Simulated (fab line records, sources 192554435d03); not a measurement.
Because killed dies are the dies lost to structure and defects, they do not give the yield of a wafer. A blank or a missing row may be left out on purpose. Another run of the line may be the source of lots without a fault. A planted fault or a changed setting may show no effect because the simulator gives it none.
A single fault, viewed from 2 desks | flow n5 finfet | numbers are kept per desk, each desk with only its own; the story behind them comes last

THE DEFECT DESK
Inspection counts along the route, by lot: the mean over sampled wafers that carry a number. Any lot whose mean is over 4 standard deviations away from the usual mean is out of limits and marked OUT; that distance is given in the brackets.
Columns: A = raw defect count at N5_BEOL_M10_INSPECT_58, usual 74
lot  | first seen here | A
L967 | day 11 11:35    | 49
L968 | day 11 21:48    | 77
L970 | day 12 17:15    | 68
L976 | day 13 20:07    | 64
L975 | day 13 20:31    | 63
L978 | day 14 14:32    | 70
L977 | day 14 16:11    | 75
L984 | day 16 00:41    | 111
L983 | day 16 01:21    | 74
L985 | day 16 09:24    | 108
This desk's verdict: no lot among the 10 shows anything out of limits.

METROLOGY DESK
Means of the sampled wafers that have a number, per lot and without regard to the tool the lot ran on: this is what the gauges read. Any lot whose mean is over 4 standard deviations away from the usual mean is out of limits and marked OUT; that distance is given in the brackets. It has 10 readings; the 7 that lie furthest out on some lot are the ones shown.
Columns: A = DIBL_N at N5_BEOL_M4_RC_MEAS_101, usual 35.9 mV/V; B = IOFF_N at N5_BEOL_M4_RC_MEAS_101, usual 0.155 nA/um; C = ION_N at N5_BEOL_M4_RC_MEAS_101, usual 672 uA/um; D = ION_P at N5_BEOL_M4_RC_MEAS_101, usual 460 uA/um; E = SS_N at N5_BEOL_M4_RC_MEAS_101, usual 71.6 mV/dec; F = VT_N at N5_BEOL_M4_RC_MEAS_101, usual 250.0 mV; G = VT_P at N5_BEOL_M4_RC_MEAS_101, usual -251.6 mV
lot  | first seen here | A    | B     | C   | D   | E    | F     | G
L967 | day 8 23:53     | 34.6 | 0.151 | 667 | 456 | 71.6 | 251.9 | -253.8
L968 | day 9 10:04     | 35.1 | 0.146 | 670 | 456 | 71.6 | 251.1 | -253.8
L970 | day 10 08:11    | 37.5 | 0.186 | 678 | 457 | 71.6 | 247.0 | -251.8
L975 | day 11 08:53    | 37.3 | 0.161 | 675 | 465 | 71.6 | 250.1 | -249.4
L976 | day 11 12:03    | 37.0 | 0.184 | 675 | 464 | 72.4 | 246.2 | -248.3
L978 | day 12 05:29    | 38.3 | 0.162 | 676 | 460 | 71.6 | 249.1 | -251.5
L977 | day 12 10:29    | 36.5 | 0.166 | 680 | 474 | 71.8 | 247.9 | -245.9
L983 | day 13 16:23    | 36.2 | 0.208 | 681 | 465 | 71.8 | 243.9 | -249.2
L984 | day 13 18:04    | 36.0 | 0.148 | 672 | 455 | 71.2 | 250.5 | -253.2
L985 | day 13 23:38    | 34.7 | 0.128 | 657 | 455 | 71.3 | 254.4 | -252.7
This desk's verdict: no lot among the 10 shows anything out of limits.

PUT TOGETHER
Nothing out of limits was seen by the defect desk.
At the metrology desk, nothing out of limits was observed.

WHAT HAD BEEN PUT IN BY THE SIMULATOR
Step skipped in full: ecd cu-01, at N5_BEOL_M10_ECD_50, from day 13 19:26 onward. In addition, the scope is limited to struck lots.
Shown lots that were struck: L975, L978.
